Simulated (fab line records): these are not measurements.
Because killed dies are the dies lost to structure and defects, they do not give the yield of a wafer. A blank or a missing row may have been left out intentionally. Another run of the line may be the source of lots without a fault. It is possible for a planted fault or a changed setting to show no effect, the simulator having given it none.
fab line records    flow n5Finfet
record: lots: 6  wafers: 18  lastDay: 17
route steps=1938 shown MIM_BOT_LITHO@1856 MIM_BOT_ETCH@1866 PASSIVATION@1936
lots with no fault: from the same line, run without faults
startH: hours from the record's opening day to when the first of the lot's shown wafers began    waitH: hours elapsed since this lot's preceding step    " repeats the value in the row above    L1.1+2: a row that stands for several wafers    - either no value or no given start    * or withheld: withheld    < > ~ a bound
route shown NAME@n: NAME is a module with steps in the file, n the number in the route of the first one    usual: mean and standard deviation over wafers with no fault    same: alike in all rows    chamber/n: place in a boat    sites: the reading at each site    _std_site: standard deviation across them    _edge_site: outer sites' mean less inner sites'    radiusMm: how far each site lies from the wafer's centre    mask NAME#n: copy n    behind: the last tool/chamber to shape the wafer    hold: what put the lot on hold/how long, in hours/how the hold closed    device: which transistor (n, p or np) failed to switch    end of line: the route-end tests of the same wafers    a step without rows: its recipe alone    killed: the dies lost at the first sort to structure and to defects; this is not the yield of the wafer    map: a wafer's dies, x killed, . not, _ none there
set.NAME: setting as actually run; set.NAME@STEP: the setting as run at that earlier step    model.NAME: the simulator's own value behind a step, which no gauge read
lots seen at some steps along the route; tables by step, rows by wafer
services: from which hour (startH, from the record's first day; less than 0 if before it) a tool's chamber was out of use, for how many hours, and why
== steps ==
step: N5_MIM_BOT_LITHO_EBR_04
recipe: solvent: PGMEA  ebrWidthMm: 1.5
step: N5_MIM_BOT_LITHO_SOFTBAKE_03
recipe: tempC: 100  timeS: 90
step: N5_MIM_BOT_LITHO_EXPOSE_05
recipe: maskId: MIM_BOT  na: 0.55  sourceShape: conventional  sigmaOuter: 0.8  polarization: unpolarized  doseMj: 24.25
step: N5_MIM_BOT_LITHO_PEB_06
recipe: pebTempC: withheld  pebTimeS: *
step: N5_MIM_BOT_LITHO_DEVELOP_07
recipe: developTimeS: 60  rinseLiquid: diw  dry: airSpin  devTempC: 21
step: N5_MIM_BOT_LITHO_HARDBAKE_09
recipe: tempC: 130  timeS: 120
step: N5_MIM_BOT_LITHO_CD_MEAS_08
recipe: targetCdNm: 3000  landingEnergyEv: 500  detector: seInlens  polarity: opening
usual: cdNm: 2999.5/2.1
lot.wafer  tool      chamber  startH  waitH  cdNm
L841.1     cdSem-03  0        274.30  -      2998.8
L841.2     "         0        "       "      2998.3
L841.5     "         0        "       "      2998.4
L845.2     cdSem-03  0        332.36  -      3000.8
L845.3     "         0        "       "      3000.2
L845.6     "         0        "       "      2999.7
L851.1     cdSem-03  0        338.06  -      3000.0
L851.3     "         0        "       "      2998.1
L851.5     "         0        "       "      3002.8
L852.3     cdSem-01  0        354.67  -      2999.3
L852.4     "         0        "       "      2996.4
L852.5     "         0        "       "      2998.9
L858.3     cdSem-03  0        390.93  -      2996.2
L858.5     "         0        "       "      2998.1
L858.6     "         0        "       "      2997.3
L862.3     cdSem-01  0        409.28  -      3001.1
L862.5     "         0        "       "      2999.8
L862.6     "         0        "       "      2996.0
step: N5_MIM_BOT_LITHO_OVL_MEAS_11
recipe: pointsPerWafer: 44
usual: MIM_BOT_OVL: -3/4.6
lot.wafer  tool        chamber  startH  waitH  MIM_BOT_OVL[nm]
L841.1     overlay-02  0        274.33  0.0    -4
L841.2     "           0        "       "      -4
L841.5     "           0        "       "      0
L845.2     overlay-01  0        332.39  0.0    3
L845.3     "           0        "       "      -6
L845.6     "           0        "       "      2
L851.1     overlay-02  0        338.09  0.0    -2
L851.3     "           0        "       "      -2
L851.5     "           0        "       "      -13
L852.3     overlay-02  0        354.70  0.0    -3
L852.4     "           0        "       "      -2
L852.5     "           0        "       "      -6
L858.3     overlay-01  0        390.96  0.0    -2
L858.5     "           0        "       "      0
L858.6     "           0        "       "      1
L862.3     overlay-01  0        409.30  0.0    0
L862.5     "           0        "       "      -4
L862.6     "           0        "       "      -5
step: N5_MIM_BOT_LITHO_INSPECT_12
recipe: mode: adi  inspectInstrument: macro
usual: rawDefectCount: 2.1/1.4
lot.wafer  tool              chamber  startH  waitH  rawDefectCount
L841.1     defectInspect-01  -        274.35  0.0    3
L841.2     "                 -        "       "      2
L841.5     "                 -        "       "      3
L845.2     defectInspect-01  -        332.42  0.0    2
L845.3     "                 -        "       "      2
L845.6     "                 -        "       "      2
L851.1     defectInspect-01  -        338.11  0.0    0
L851.3     "                 -        "       "      1
L851.5     "                 -        "       "      3
L852.3     defectInspect-01  -        354.73  0.0    2
L852.4     "                 -        "       "      0
L852.5     "                 -        "       "      0
L858.3     defectInspect-01  -        390.99  0.0    3
L858.5     "                 -        "       "      0
L858.6     "                 -        "       "      4
L862.3     defectInspect-01  -        409.33  0.0    1
L862.5     "                 -        "       "      1
L862.6     "                 -        "       "      2
step: N5_MIM_BOT_LITHO_DESCUM_10
recipe: chemistry: O2  timeS: 7.9  sourcePowerW: 50  biasPowerW: 20  pressureMtorr: 20  rfFrequencyHz: 2.712e+07  tempC: 40  o2FlowSccm: 225
usual: drypumpMotorCurrentA: 5.7/0.4  oesProductAu: 0.84/0.072  rfVppV: 243.7/1.2  showerheadPlenumPTorr: 2.12/0.053  tempC: 40.00/0.11  throttleValvePct: 20.37/0.17
lot.wafer  tool        chamber  startH  waitH  drypumpMotorCurrentA  oesProductAu  rfHoursCounterH  rfVppV  showerheadPlenumPTorr  tempC  throttleValvePct
L841.1     rieDiel-04  0        274.39  0.0    5.3                   0.87          28               244.6   2.15                   39.86  20.40
L841.2     "           1        "       "      5.4                   0.97          10               244.5   2.14                   40.16  20.26
L841.5     "           0        "       "      5.3                   0.87          -                240.7   2.15                   39.91  20.41
L845.2     rieDiel-06  0        332.45  0.0    5.3                   1.00          4                245.7   2.23                   40.01  20.23
L845.3     "           3        "       "      5.7                   0.81          73               243.6   2.10                   40.02  20.09
L845.6     "           0        "       "      5.3                   0.99          -                246.0   2.23                   39.92  20.23
L851.1     rieDiel-05  1        338.15  0.0    6.1                   0.81          94               242.8   2.12                   40.06  20.26
L851.3     "           2        "       "      5.7                   0.73          183              243.0   2.17                   40.01  20.52
L851.5     "           2        "       "      5.7                   0.73          -                245.3   2.17                   40.10  20.50
L852.3     rieDiel-04  0        354.76  0.0    5.3                   0.84          51               244.7   2.14                   39.89  20.43
L852.4     "           3        "       "      5.4                   0.90          29               242.1   2.04                   40.04  20.45
L852.5     "           1        "       "      5.4                   0.89          -                243.6   2.13                   40.16  20.29
L858.3     rieDiel-04  3        391.02  0.0    5.3                   0.89          43               241.1   2.04                   39.84  20.48
L858.5     "           2        "       "      5.8                   0.74          -                244.2   2.18                   39.90  20.68
L858.6     "           3        "       "      5.3                   0.88          -                242.9   2.04                   39.95  20.48
L862.3     rieDiel-06  3        409.36  0.0    5.7                   0.80          100              244.5   2.09                   39.98  20.13
L862.5     "           3        "       "      5.7                   0.80          -                243.7   2.09                   40.02  20.14
L862.6     "           2        "       "      6.4                   0.82          -                243.5   2.13                   40.01  20.46
step: N5_MIM_BOT_ETCH_ETCH_04
recipe: chemistry: CF4/O2  target: SiNx  targetDepthA: 260  timeS: 13  ionEnergyEv: 100  pressureMtorr: 40  sourceW: 535  biasW: 49  Ar_flow_sccm: 100  cf4FlowSccm: 100  O2_flow_sccm: 10
usual: biasW: 49.02/0.14  drypumpMotorCurrentA: 5.7/0.39  oesProductAu: 0.84/0.074  rfVppV: 243/9.7  showerheadPlenumPTorr: 2.24/0.054  throttleValvePct: 15.91/0.16
lot.wafer  tool        chamber  startH  waitH  biasW  drypumpMotorCurrentA  oesProductAu  rfHoursCounterH  rfVppV  showerheadPlenumPTorr  throttleValvePct
L841.1     rieDiel-04  0        274.45  0.0    49.03  5.3                   0.90          28               251     2.25                   15.89
L841.2     "           1        "       "      49.23  5.4                   0.94          10               237     2.25                   15.75
L841.5     "           0        "       "      49.05  5.3                   0.90          -                250     2.25                   15.92
L845.2     rieDiel-06  0        332.52  0.0    49.14  5.3                   0.98          4                235     2.37                   15.84
L845.3     "           3        "       "      49.07  5.7                   0.81          73               235     2.23                   15.75
L845.6     "           0        "       "      49.03  5.3                   0.98          -                233     2.37                   15.84
L851.1     rieDiel-05  1        338.21  0.0    49.11  6.1                   0.80          94               240     2.23                   15.75
L851.3     "           2        "       "      49.10  5.7                   0.72          183              249     2.29                   16.14
L851.5     "           2        "       "      49.11  5.7                   0.73          -                249     2.29                   16.15
L852.3     rieDiel-04  0        354.83  0.0    49.11  5.3                   0.86          51               252     2.24                   15.95
L852.4     "           3        "       "      48.89  5.3                   0.91          29               221     2.16                   15.97
L852.5     "           1        "       "      48.78  5.4                   0.88          -                237     2.24                   15.79
L858.3     rieDiel-04  3        391.09  0.0    49.25  5.4                   0.88          43               220     2.16                   16.00
L858.5     "           2        "       "      49.03  5.9                   0.73          -                252     2.29                   16.26
L858.6     "           3        "       "      49.19  5.3                   0.88          -                220     2.16                   16.01
L862.3     rieDiel-06  3        409.43  0.0    48.97  5.7                   0.79          100              235     2.22                   15.81
L862.5     "           3        "       "      48.86  5.7                   0.80          -                236     2.22                   15.80
L862.6     "           2        "       "      49.13  6.4                   0.84          -                253     2.22                   15.78
step: N5_MIM_BOT_ETCH_ETCH_03
recipe: chemistry: Cl2/BCl3  targetDepthA: 120  pressureMtorr: 8  icpW: 800  biasW: 100  Cl2_flow_sccm: 20  bcl3FlowSccm: 80
usual: biasW: 100.00/0.29  drypumpMotorCurrentA: 5.66/0.26  oesProductAu: 0.84/0.077  throttleValvePct: 27.82/0.29
lot.wafer  tool         chamber  startH  waitH  biasW   drypumpMotorCurrentA  oesProductAu  rfHoursCounterH  throttleValvePct
L841.1     rieMetal-03  0        274.54  0.1    100.39  6.03                  0.99          1                27.61
L841.2     "            1        "       "      99.85   5.48                  0.71          54               27.76
L841.5     "            1        "       "      99.86   5.49                  0.72          -                27.79
L845.2     rieMetal-02  0        332.61  0.1    100.00  5.28                  0.87          9                27.56
L845.3     "            1        "       "      100.20  5.82                  0.87          -                27.75
L845.6     "            0        "       "      99.71   5.27                  0.87          -                27.55
L851.1     rieMetal-02  0        338.46  0.2    99.63   5.29                  0.85          10               27.56
L851.3     "            0        "       "      99.69   5.29                  0.86          -                27.56
L851.5     "            0        "       "      100.01  5.28                  0.85          -                27.57
L852.3     rieMetal-01  0        354.95  0.1    100.15  5.40                  0.81          -                27.95
L852.4     "            1        "       "      99.81   5.85                  0.88          -                28.45
L852.5     "            0        "       "      99.72   5.40                  0.81          -                27.95
L858.3     rieMetal-03  0        391.23  0.1    99.66   5.98                  0.90          -                27.62
L858.5     "            0        "       "      99.64   5.99                  0.89          -                27.62
L858.6     "            0        "       "      100.34  6.00                  0.90          -                27.65
L862.3     rieMetal-03  0        409.55  0.1    100.13  5.98                  0.89          -                27.62
L862.5     "            0        "       "      99.46   5.99                  0.89          -                27.63
L862.6     "            1        "       "      100.11  5.46                  0.70          -                27.77
step: N5_MIM_BOT_ETCH_ETCH_00
recipe: chemistry: Cl2/BCl3  target: TiN  targetDepthA: 455  ionEnergyEv: 150  pressureMtorr: 10  icpW: 1000  biasW: 126  Cl2_flow_sccm: 53.25  bcl3FlowSccm: 21.75  Ar_flow_sccm: 25
usual: biasW: 125.9/0.39  drypumpMotorCurrentA: 5.66/0.26  oesProductAu: 0.85/0.076  throttleValvePct: 22.16/0.2
lot.wafer  tool         chamber  startH  waitH  biasW  drypumpMotorCurrentA  oesProductAu  rfHoursCounterH  throttleValvePct  model.etch.depthNm
L841.1     rieMetal-03  0        274.63  0.1    125.8  6.00                  1.00          1                22.09             44.9
L841.2     "            1        "       "      125.8  5.50                  0.72          54               22.15             44.41
L841.5     "            1        "       "      126.3  5.46                  0.72          -                22.15             44.38
L845.2     rieMetal-02  0        332.70  0.1    125.8  5.28                  0.87          9                21.85             43.71
L845.3     "            1        "       "      126.1  5.78                  0.86          -                22.10             46.47
L845.6     "            0        "       "      125.8  5.28                  0.86          -                21.87             43.59
L851.1     rieMetal-02  0        338.55  0.1    125.9  5.27                  0.86          10               21.86             43.83
L851.3     "            0        "       "      126.0  5.28                  0.86          -                21.87             43.77
L851.5     "            0        "       "      126.1  5.27                  0.86          -                21.85             43.67
L852.3     rieMetal-01  0        355.05  0.1    126.8  5.40                  0.82          -                22.28             46.52
L852.4     "            1        "       "      125.2  5.85                  0.89          -                22.56             47.24
L852.5     "            0        "       "      125.9  5.40                  0.82          -                22.27             46.56
L858.3     rieMetal-03  0        391.43  0.2    100.9  5.96                  0.86          -                22.18             41.33
L858.5     "            0        "       "      101.5  5.99                  0.85          -                22.19             41.35
L858.6     "            0        "       "      101.1  5.99                  0.86          -                22.15             41.87
L862.3     rieMetal-03  0        409.65  0.1    101.7  6.01                  0.84          -                22.18             41.4
L862.5     "            0        "       "      101.1  5.98                  0.84          -                22.20             41.39
L862.6     "            1        "       "      101.6  5.47                  0.67          -                22.23             40.76
step: N5_MIM_BOT_ETCH_STRIP_01
recipe: chemistry: O2  powerW: 600  tempC: 60  pressureMtorr: 30  rfFrequencyHz: 6e+07  biasPowerW: 0  overashFraction: 0.5  o2FlowSccm: 225
usual: drypumpMotorCurrentA: 5.8/0.41  oesProductAu: 0.84/0.076  rfVppV: 3.7/1.4  showerheadPlenumPTorr: 2.12/0.056  tempC: 59.98/0.12  throttleValvePct: 16.59/0.19
lot.wafer  tool        chamber  startH  waitH  drypumpMotorCurrentA  oesProductAu  rfHoursCounterH  rfVppV  showerheadPlenumPTorr  tempC  throttleValvePct
L841.1     rieDiel-06  1        274.88  0.2    6.5                   0.88          32               2.1     2.14                   60.02  16.28
L841.2     "           0        "       "      5.3                   0.65          242              2.2     1.98                   59.85  16.82
L841.5     "           3        "       "      5.7                   0.83          -                2.7     2.11                   60.26  16.28
L845.2     rieDiel-06  0        332.84  0.1    5.3                   0.97          4                2.9     2.24                   60.08  16.38
L845.3     "           3        "       "      5.7                   0.82          73               3.8     2.10                   60.07  16.35
L845.6     "           1        "       "      6.5                   0.88          -                5.2     2.13                   60.15  16.32
L851.1     rieDiel-04  3        338.82  0.2    5.3                   0.91          21               1.6     2.05                   59.88  16.59
L851.3     "           2        "       "      5.8                   0.74          168              4.6     2.19                   60.13  16.90
L851.5     "           3        "       "      5.3                   0.90          -                2.8     2.05                   59.88  16.57
L852.3     rieDiel-04  1        355.15  0.1    5.4                   0.90          41               3.1     2.14                   60.12  16.50
L852.4     "           3        "       "      5.3                   0.88          29               2.8     2.05                   59.88  16.60
L852.5     "           2        "       "      5.9                   0.76          -                3.2     2.19                   59.99  16.95
L858.3     rieDiel-05  3        391.62  0.1    6.1                   0.93          26               2.4     2.04                   60.10  16.43
L858.5     "           1        "       "      6.0                   0.78          -                3.3     2.12                   59.87  16.52
L858.6     "           2        "       "      5.7                   0.70          -                3.0     2.17                   60.04  16.80
L862.3     rieDiel-05  2        409.75  0.1    5.6                   0.71          207              2.5     2.17                   60.09  16.83
L862.5     "           2        "       "      5.7                   0.71          -                2.0     2.17                   59.93  16.80
L862.6     "           3        "       "      6.1                   0.93          -                4.4     2.03                   59.80  16.40
step: N5_PASSIVATION_PROBE_49
usual: defectLimitedYield: 91.1/1.3  killed_at_M0_to_M3: 32/9.7  killed_at_M4_up: 16/6  killedAtContacts: 12/5.9  killedAtFrontEnd: 41/11  killedAtOther: 4/3.1  killedDies: 104/16  killedOpen: 68/12  killedShort: 34/7.4  sort_bin_5_function: 5.1/0.85  sort_bin_6_memory: 3.3/0.66  sort_bin_8_speed: 0.1/0.53  sortNPass: 1075/16  sortYieldPct: 91.1/1.4
same: grossDies: 1180  killedAtBackSide: 0  sort_bin_4_leakage[%]: 0
lot.wafer  tool       chamber  startH  waitH  defectLimitedYield[%]  killed_at_M0_to_M3  killed_at_M4_up  killedAtContacts  killedAtFrontEnd  killedAtOther  killedDies  killedOpen  killedShort  sort_bin_5_function[%]  sort_bin_6_memory[%]  sort_bin_8_speed[%]  sortNPass  sortYieldPct[%]
L862.3     prober-02  -        418.30  0.1    90.8                   37                  10               7                 53                2              109         59          36           4.5                     3.3                   0                    1071       90.8
killed by level:class
L862.3 HKMG_FIN:areaEtch=13 FIN_SAQP:geometricParticle:short=8 STI_FIN_REVEAL:geometricParticle:open=8 FIN_SAQP:geometricParticle:open=7 BEOL_M1:geometricParticle:open=7 BEOL_M2:geometricParticle:open=7 BEOL_M1:geometricParticle:short=6 MOL_CONTACT_COAG:geometricParticle:open=6
== services ==
tool         chamber  startH  hours  kind
rieDiel-04   3        250.90  -      clean
rieDiel-04   3        250.90  -      consumableReplace:focusRing
rieDiel-04   3        250.90  25.0   scheduledDown
rieDiel-04   3        250.90  25.0   ventCycle
rieDiel-04   1        252.29  3.0    repair
rieDiel-06   2        275.94  2.5    repair
rieDiel-05   3        283.73  -      clean
rieDiel-05   3        283.73  -      consumableReplace:focusRing
rieDiel-05   3        283.73  26.2   scheduledDown
rieDiel-05   3        283.73  26.2   ventCycle
rieMetal-03  -        295.92  14.6   pm
rieDiel-06   0        300.33  -      clean
rieDiel-06   0        300.33  -      consumableReplace:focusRing
rieDiel-06   0        300.33  -      consumableReplace:showerhead
rieMetal-01  0        320.04  4.9    repair
rieMetal-01  -        327.12  14.6   pm
rieMetal-03  -        337.52  1.8    repair
rieMetal-03  1        370.29  29.6   repair
rieMetal-02  -        391.00  2.6    repair
== key ==
firstSign: step: N5_MIM_BOT_ETCH_ETCH_00  reading: biasW  direction: down  sigmas: 63  usual: *  struck: *
effect none on later readings
modelEffect: step: N5_MIM_BOT_ETCH_ETCH_00  value: etch.depthNm  without: 44.73  struck: 41.35
metAt N5_MIM_BOT_ETCH_ETCH_00
struckWafers L858.3,L858.5,L858.6,L862.3,L862.5,L862.6
baselineLoss: step: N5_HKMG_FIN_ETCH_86  wafers: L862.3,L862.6
onsetBetween 274.63 391.43
earlierFault: kind: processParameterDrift  tool: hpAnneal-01  chamber: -  onsetH: 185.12  steps: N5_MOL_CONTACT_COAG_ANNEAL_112  channel: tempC  offset: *  shape: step  endH: 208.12  stated: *
fault: kind: processParameterDrift  tool: rieMetal-03  chamber: -  onsetH: 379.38  steps: N5_MIM_BOT_ETCH_ETCH_00  channel: biasW  offset: *  shape: step  endH: 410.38  actsIn: *  stated: *
baselineLoss: these wafers lose ten dies or more at that step, a loss of the line's own and not of a fault; the sort's usual values leave them out
